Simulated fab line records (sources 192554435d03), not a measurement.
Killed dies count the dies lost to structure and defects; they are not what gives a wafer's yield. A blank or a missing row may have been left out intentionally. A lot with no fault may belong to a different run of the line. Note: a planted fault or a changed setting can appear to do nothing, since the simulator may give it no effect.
Matching of chambers | flow n5 finfet | N5_BEOL_M9_DEP_56 on pecvd-03 has 3 sister chambers
The step deposits SiCN from 3MS/NH3, target thk 15 nm, time 26.5 s. 22 wafers are shown with their chamber, then 11 later ones without.

== EACH WAFER AND ITS CHAMBER ==
wafer  | chamber | showerhead vpp V (V) | throttle valve pct (%) | showerhead plenum p Torr (Torr)
L077.1 | 1       | 932                  | 9.5                    | 3.653
L077.4 | 2       | 818                  | 8.6                    | 3.668
L077.5 | 1       | 936                  | 9.6                    | 3.664
L075.2 | 1       | 935                  | 9.4                    | 3.648
L075.4 | 1       | 938                  | 9.3                    | 3.657
L075.6 | 2       | 799                  | 8.3                    | 3.679
L078.1 | 2       | 825                  | 8.3                    | 3.669
L078.3 | 0       | 844                  | 9.4                    | 3.660
L078.4 | 0       | 854                  | 9.3                    | 3.661
L080.1 | 2       | 819                  | 8.1                    | 3.673
L080.4 | 1       | 936                  | 9.2                    | 3.658
L080.6 | 2       | 801                  | 8.3                    | 3.680
L083.2 | 0       | 850                  | 9.4                    | 3.660
L083.4 | 0       | 853                  | 9.2                    | 3.658
L083.6 | 2       | 813                  | 8.1                    | 3.677
L087.1 | 0       | 843                  | 9.2                    | 3.663
L087.2 | 2       | 812                  | 8.4                    | 3.671
L087.5 | 0       | 846                  | 9.2                    | 3.663
L089.2 | 1       | 931                  | 9.5                    | 3.655
L089.3 | 0       | 840                  | 9.4                    | 3.668
L089.6 | 0       | 838                  | 9.2                    | 3.661
L088.1 | 1       | 936                  | 9.3                    | 3.648

SIGNATURES (averages over the wafers above)
reading                  | chamber 0 | chamber 1 | chamber 2 | scatter within a chamber
showerhead vpp V         | 846.00    | 934.86    | 812.43    | 6.58
throttle valve pct       | 9.287     | 9.400     | 8.300     | 0.139
showerhead plenum p Torr | 3.66175   | 3.65471   | 3.67386   | 0.00459
Rule: for each reading, subtract the chamber's mean from the wafer's reading, divide by that reading's scatter and square the result; add these up over the readings and take the root, which gives the wafer's distance from the chamber. If the next closest chamber is less than 2 further off than the closest, the wafer can't be placed; otherwise it belongs to the closest. How the scatter is found: for the shown wafers, subtract from each reading the mean of its chamber, square and add these, divide the total by (wafers less chambers), then take the root.

== WAFERS WHOSE CHAMBER IS MISSING ==
wafer  | showerhead vpp V (V) | throttle valve pct (%) | showerhead plenum p Torr (Torr)
L088.3 | 848                  | 9.5                    | 3.657
L088.6 | 838                  | 9.6                    | 3.659
L092.1 | 805                  | 8.2                    | 3.686
L092.2 | 848                  | 9.5                    | 3.672
L092.6 | 847                  | 9.0                    | 3.655
L095.2 | 850                  | 9.3                    | 3.665
L095.5 | 851                  | 9.4                    | 3.666
L095.6 | 926                  | 9.5                    | 3.655
L096.2 | 869                  | 9.0                    | 3.665
L096.4 | 936                  | 9.5                    | 3.664
L096.5 | 922                  | 9.2                    | 3.658

== CHAMBER TAKEN BY EACH ==
wafer  | from the rows above | in truth
L088.3 | 0                   | 0
L088.6 | 0                   | 0
L092.1 | 2                   | 2
L092.2 | 0                   | 0
L092.6 | 0                   | 0
L095.2 | 0                   | 0
L095.5 | 0                   | 0
L095.6 | 1                   | 1
L096.2 | 0                   | 0
L096.4 | 1                   | 1
L096.5 | 1                   | 1
Correctly placed: 11 of 11. Left unplaced by these rows: 0. Number placed wrongly: 0.
